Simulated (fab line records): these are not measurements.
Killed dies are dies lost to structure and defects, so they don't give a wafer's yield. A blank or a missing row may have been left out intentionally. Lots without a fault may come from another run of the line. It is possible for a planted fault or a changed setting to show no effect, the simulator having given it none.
Matching of chambers / flow nand harc / NHARC_P_M2_DEP_33 on pecvd-02: 3 sister chambers
The step deposits SiCN, target thk 30 nm. 6 wafers are shown with their chamber, then 11 later ones without.

## EACH WAFER AND ITS CHAMBER
wafer=L089.4; chamber=1; heater power w (W)=422; heater power outer w (W)=229
wafer=L089.5; chamber=2; heater power w (W)=514; heater power outer w (W)=285
wafer=L091.3; chamber=1; heater power w (W)=496; heater power outer w (W)=278
wafer=L091.5; chamber=0; heater power w (W)=438; heater power outer w (W)=228
wafer=L091.6; chamber=2; heater power w (W)=573; heater power outer w (W)=331
wafer=L090.1; chamber=0; heater power w (W)=503; heater power outer w (W)=267

## WAFERS WHOSE CHAMBER IS MISSING
wafer=L090.3; heater power w (W)=597; heater power outer w (W)=348
wafer=L090.5; heater power w (W)=512; heater power outer w (W)=293
wafer=L092.1; heater power w (W)=543; heater power outer w (W)=306
wafer=L092.3; heater power w (W)=495; heater power outer w (W)=268
wafer=L092.4; heater power w (W)=558; heater power outer w (W)=316
wafer=L093.1; heater power w (W)=502; heater power outer w (W)=281
wafer=L093.4; heater power w (W)=458; heater power outer w (W)=237
wafer=L093.6; heater power w (W)=561; heater power outer w (W)=330
wafer=L097.3; heater power w (W)=543; heater power outer w (W)=304
wafer=L097.4; heater power w (W)=438; heater power outer w (W)=219
wafer=L097.5; heater power w (W)=588; heater power outer w (W)=338

## THE CHAMBER EACH PASSED THROUGH
wafer=L090.3; from the rows above=2; in truth=2
wafer=L090.5; from the rows above=can't be placed: 2 or 1 or 0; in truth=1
wafer=L092.1; from the rows above=2; in truth=2
wafer=L092.3; from the rows above=can't be placed: 0 or 1 or 2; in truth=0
wafer=L092.4; from the rows above=2; in truth=2
wafer=L093.1; from the rows above=can't be placed: 2 or 0 or 1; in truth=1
wafer=L093.4; from the rows above=can't be placed: 0 or 1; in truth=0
wafer=L093.6; from the rows above=2; in truth=2
wafer=L097.3; from the rows above=2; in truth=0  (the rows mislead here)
wafer=L097.4; from the rows above=can't be placed: 0 or 1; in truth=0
wafer=L097.5; from the rows above=2; in truth=2
Placed correctly: 5 of 11. Not placeable from these rows: 5 (in 5, the candidates include the true chamber). Wrongly placed: 1.
How it was worked out, from the rows above alone: a wafer's distance from a chamber is the root of the sum, over the readings, of the square of ((its reading less the chamber's mean) divided by the reading's scatter). If the next closest chamber is less than 2 further off than the closest, the wafer can't be placed; otherwise it belongs to the closest. A chamber's mean is the mean of its shown wafers. The scatter is the square root of a quotient: the sum, over the shown wafers, of each reading's squared deviation from its chamber's mean, divided by wafers minus chambers.
